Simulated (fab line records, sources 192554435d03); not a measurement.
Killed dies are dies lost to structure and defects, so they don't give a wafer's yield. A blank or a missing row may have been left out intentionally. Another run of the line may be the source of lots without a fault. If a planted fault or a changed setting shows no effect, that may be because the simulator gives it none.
Which of the tools did it?    flow n5-finfet    10 lots with 28 wafers sampled at 6 steps, on a route of 1938 steps

## WHAT EACH GAUGE READ, for each wafer
N5_STI_FIN_REVEAL_FIN_H_MEAS_10. Usual: trench-depth-nm 52.0 nm, standard deviation 0.86.
lot   measured     on      trench-depth-nm (nm)  flag
L809  day 2 14:21  ocd-02  51.1 51.2 51.3        
L810  day 2 18:55  ocd-02  51.8 52.8             
L811  day 3 01:26  ocd-02  51.7 51.7 51.6        
L817  day 4 13:49  ocd-02  47.5 47.9 48.0        OFF
L819  day 5 04:40  ocd-01  48.7 47.9 46.5        OFF
L821  day 5 16:26  ocd-01  49.4 48.9 48.9        OFF
L822  day 5 20:20  ocd-01  51.4 52.8             
L825  day 6 12:38  ocd-02  51.4 51.6 52.7        
L826  day 6 18:55  ocd-01  51.3 52.0 51.3        
L830  day 7 20:04  ocd-02  52.6 51.8 52.3        

N5_DUMMY_GATE_THK_MEAS_05. Usual: thk-nm 71.7 nm, standard deviation 1.1.
lot   measured     on             thk-nm (nm)     flag
L809  day 2 18:37  film-metro-01  70.8 68.8 71.6  
L810  day 2 23:18  film-metro-01  72.2 72.3       
L811  day 3 05:46  film-metro-02  72.1 72.8 70.3  
L817  day 4 18:06  film-metro-02  72.4 70.7 73.5  
L819  day 5 09:52  film-metro-02  70.9 70.7 70.7  
L821  day 5 20:41  film-metro-01  71.8 72.6 72.5  
L822  day 6 00:42  film-metro-01  71.6 72.8       
L825  day 6 18:44  film-metro-02  70.0 70.7 71.8  
L826  day 7 01:23  film-metro-01  72.1 73.1 72.4  
L830  day 8 00:20  film-metro-01  72.5 71.6 72.3  

N5_BEOL_M4_RC_MEAS_101. Usual: DIBL_N 36.0 mV/V, standard deviation 1.6; DIBL_P 36.1 mV/V, standard deviation 2; IOFF_N 0.160 nA/um, standard deviation 0.029; IOFF_N_85C 3.1 nA/um, standard deviation 0.48; IOFF_P 0.21 nA/um, standard deviation 0.039; ION_N 675 uA/um, standard deviation 13; ION_P 464 uA/um, standard deviation 8.8; SS_N 71.5 mV/dec, standard deviation 0.58; SS_P 73.3 mV/dec, standard deviation 0.65; VT_N 250 mV, standard deviation 3.3; VT_P -249 mV, standard deviation 3.6.
lot   measured      on         DIBL_N (mV/V)   DIBL_P (mV/V)   IOFF_N (nA/um)     IOFF_N_85C (nA/um)  IOFF_P (nA/um)  ION_N (uA/um)  ION_P (uA/um)  SS_N (mV/dec)   SS_P (mV/dec)   VT_N (mV)    VT_P (mV)       flag
L809  day 7 20:04   prober-02  37.4 35.6 36.4  36.9 34.9 33.6  0.164 0.128 0.141  3.2 2.6 2.8         0.21 0.19 0.17  676 659 662    456 454 449    72.0 71.5 71.6  73.4 73.0 72.7  247 251 254  -252 -253 -255  
L810  day 8 01:37   prober-01  37.5 36.0       36.4 34.5       0.174 0.149        3.4 3.0             0.24 0.21       666 667        460 460        71.8 71.1       74.0 72.7       251 251      -248 -250       
L811  day 8 07:10   prober-01  34.1 36.9 33.7  34.5 37.5 33.5  0.128 0.173 0.118  2.5 3.3 2.4         0.17 0.22 0.15  666 693 665    456 473 452    72.0 71.0 71.2  72.5 73.4 72.2  252 248 255  -252 -248 -255  
L817  day 10 03:58  prober-01  49.0 40.5 40.1  39.7 39.5 38.1  1.102 0.331 0.308  15.6 5.6 5.2        0.29 0.36 0.28  628 614 628    424 422 431    87.8 77.7 77.0  75.4 77.1 76.4  251 256 252  -250 -250 -252  OFF
L819  day 10 18:43  prober-02  41.7 43.8 44.0  38.3 42.4 42.0  0.354 0.510 0.452  6.1 8.3 7.5         0.27 0.55 0.41  634 634 628    432 440 428    77.7 81.4 78.5  73.4 79.0 76.1  249 249 248  -246 -242 -246  OFF
L821  day 10 22:04  prober-02  37.9 39.2 40.7  36.2 37.5 37.9  0.174 0.223 0.284  3.3 4.1 5.1         0.23 0.27 0.27  634 632 647    438 440 441    72.0 73.1 75.7  74.5 74.4 74.8  252 251 248  -252 -251 -249  OFF
L822  day 10 22:27  prober-01  35.6 36.5       34.9 37.6       0.155 0.178        3.0 3.4             0.22 0.27       652 689        457 474        71.7 71.2       72.7 74.2       250 247      -248 -246       
L825  day 12 03:53  prober-02  34.5 35.9 35.9  34.8 37.2 36.8  0.138 0.166 0.171  2.8 3.2 3.3         0.19 0.25 0.23  657 673 682    455 467 470    71.2 71.7 71.7  72.6 73.0 73.5  252 249 246  -250 -246 -249  
L826  day 12 04:14  prober-01  37.1 35.7 34.8  38.1 36.5 35.1  0.203 0.154 0.144  3.8 3.0 2.8         0.22 0.20 0.18  685 661 670    463 463 455    71.5 71.4 70.7  73.6 73.8 72.9  245 248 250  -248 -248 -253  
L830  day 13 06:37  prober-02  31.8 32.8 35.6  33.0 34.9 37.3  0.115 0.123 0.171  2.4 2.5 3.4         0.18 0.21 0.24  667 663 681    461 468 471    70.8 71.1 71.3  72.4 73.2 73.8  256 254 249  -250 -246 -247  

## WHICH TOOL RAN EACH LOT (tool, then ch and the chambers of the sampled wafers, then the start)
lot   N5_STI_FIN_REVEAL_CMP_04      N5_STI_FIN_REVEAL_ETCHBACK_08      N5_DUMMY_GATE_ALD_02
L809  cmp-03 ch 0,1,3, day 2 10:37  rie-diel-03 ch 1,2,3, day 2 11:08  ald-sin-03 ch 1,3, day 2 14:32
L810  cmp-02 ch 1,2, day 2 14:59    rie-diel-03 ch 2,3, day 2 15:37    ald-sin-02 ch 0,2, day 2 19:06
L811  cmp-03 ch 0,3, day 2 21:52    rie-diel-06 ch 0,1, day 2 22:22    ald-sin-03 ch 1,3, day 3 01:38
L817  cmp-04 ch 1,2, day 4 09:47    rie-diel-03 ch 0,1,3, day 4 10:19  ald-sin-04 ch 1,2, day 4 14:01
L819  cmp-04 ch 0,1,2, day 4 23:37  rie-diel-03 ch 0,1,3, day 5 00:06  ald-sin-02 ch 0,2,3, day 5 05:47
L821  cmp-04 ch 1,2,3, day 5 12:35  rie-diel-03 ch 0,2, day 5 13:28    ald-sin-04 ch 0,2,3, day 5 16:37
L822  cmp-02 ch 0,2, day 5 16:37    rie-diel-06 ch 1,3, day 5 17:22    ald-sin-04 ch 0,3, day 5 20:37
L825  cmp-02 ch 0,1,3, day 6 09:09  rie-diel-04 ch 0,2,3, day 6 09:41  ald-sin-03 ch 1,2,3, day 6 12:49
L826  cmp-03 ch 0,1, day 6 15:07    rie-diel-04 ch 0,2, day 6 15:56    ald-sin-02 ch 1,2,3, day 6 19:26
L830  cmp-02 ch 0,1,2, day 7 16:20  rie-diel-06 ch 1,3, day 7 16:58    ald-sin-02 ch 0,2,3, day 7 20:15
- N5_STI_FIN_REVEAL_CMP_04: polishes, stops on Si3N4, t overpolish 4 s, target thk 131.83 nm.
- N5_STI_FIN_REVEAL_ETCHBACK_08: etches SiO2 in C4F6/O2, target depth 30.5 nm, time 10.167 s.
- N5_DUMMY_GATE_ALD_02: deposits SiO2, target thk 2 nm, pulse time 1 s.

## AS READ BY THE TOOLS THEMSELVES (means over the sampled wafers that have a number; for cases with no such wafer, the mark the record gives instead)
N5_STI_FIN_REVEAL_CMP_04. Usual: motor-current-A 8.1 A, standard deviation 0.93; overpolish-run-s 4.000 s, standard deviation 0.0091; time-to-endpoint-s 102 s, standard deviation 4.8.
lot   tool    motor-current-A (A)  overpolish-run-s (s)  time-to-endpoint-s (s)  flag
L809  cmp-03  8.5                  4.008                 94                      
L810  cmp-02  8.2                  4.000                 106                     
L811  cmp-03  8.7                  4.000                 93                      
L817  cmp-04  9.0                  3.991                 104                     
L819  cmp-04  8.3                  4.005                 105                     
L821  cmp-04  8.0                  4.004                 104                     
L822  cmp-02  7.4                  4.001                 102                     
L825  cmp-02  7.8                  4.003                 100                     
L826  cmp-03  8.6                  3.998                 103                     
L830  cmp-02  7.7                  3.993                 94                      

N5_STI_FIN_REVEAL_ETCHBACK_08. Usual: drypump-motor-current-A 5.7 A, standard deviation 0.69; oes_ar_750_au 0.80 a.u., standard deviation 0.098; oes-product-au 0.80 a.u., standard deviation 0.11; rf-vpp-V 662 V, standard deviation 12; showerhead-plenum-p-Torr 2.79 Torr, standard deviation 0.069; throttle-valve-pct 21.24 %, standard deviation 0.24.
lot   tool         drypump-motor-current-A (A)  oes_ar_750_au (a.u.)  oes-product-au (a.u.)  rf-vpp-V (V)  showerhead-plenum-p-Torr (Torr)  throttle-valve-pct (%)  flag
L809  rie-diel-03  6.0                          0.71                  0.70                   665           2.75                             21.23                   
L810  rie-diel-03  5.7                          0.69                  0.69                   678           2.75                             21.17                   
L811  rie-diel-06  5.1                          0.90                  0.91                   673           2.80                             21.18                   
L817  rie-diel-03  6.0                          0.79                  0.79                   659           2.79                             21.39                   
L819  rie-diel-03  6.0                          0.78                  0.78                   660           2.79                             21.38                   
L821  rie-diel-03  4.9                          0.95                  0.97                   673           2.83                             20.86                   
L822  rie-diel-06  5.8                          0.76                  0.77                   666           2.78                             21.27                   
L825  rie-diel-04  5.6                          0.78                  0.78                   655           2.79                             21.31                   
L826  rie-diel-04  5.6                          0.74                  0.74                   657           2.76                             21.21                   
L830  rie-diel-06  6.1                          0.92                  0.93                   662           2.78                             21.10                   

N5_DUMMY_GATE_ALD_02. Usual: heater-power-w 461 W, standard deviation 47; precursor-pulse-height-rel 1.000, standard deviation 0.02.
lot   tool        heater-power-w (W)  precursor-pulse-height-rel  flag
L809  ald-sin-03  472                 0.995                       
L810  ald-sin-02  416                 1.004                       
L811  ald-sin-03  500                 1.014                       
L817  ald-sin-04  486                 0.997                       
L819  ald-sin-02  430                 0.998                       
L821  ald-sin-04  460                 0.963                       
L822  ald-sin-04  445                 1.014                       
L825  ald-sin-03  493                 0.996                       
L826  ald-sin-02  459                 1.020                       
L830  ald-sin-02  442                 0.998                       

## THE ANSWER, worked out from the rows above alone
Rule: take the mean of a lot's wafers that have a number; if it is more than 3 standard deviations from the usual mean, the lot is off. A lot without any number at a reading at which 4 lots or more have one is off too. Any other lot the step has rows for is counted as sound. After the gauges, taken in route order, come the tools' own readings; for these a lot's mean is taken, as printed above. At the first step where some lot is off, the reading lying furthest off is the one used; lots without a number count as furthest.
Off at N5_STI_FIN_REVEAL_FIN_H_MEAS_10 (trench-depth-nm): L817, L819, L821.
A tool fits if, at a process step before that reading, it ran every lot that is off, and no sound lot after the first of them. The gauges at N5_STI_FIN_REVEAL_FIN_H_MEAS_10 aren't tried: what is off there is off at N5_BEOL_M4_RC_MEAS_101 too, on other tools, and a gauge's error can't cause that. This does not decide it: 2 tools fit, namely cmp-04 at N5_STI_FIN_REVEAL_CMP_04 and rie-diel-03 at N5_STI_FIN_REVEAL_ETCHBACK_08.

## WHAT HAD BEEN PUT IN BY THE SIMULATOR
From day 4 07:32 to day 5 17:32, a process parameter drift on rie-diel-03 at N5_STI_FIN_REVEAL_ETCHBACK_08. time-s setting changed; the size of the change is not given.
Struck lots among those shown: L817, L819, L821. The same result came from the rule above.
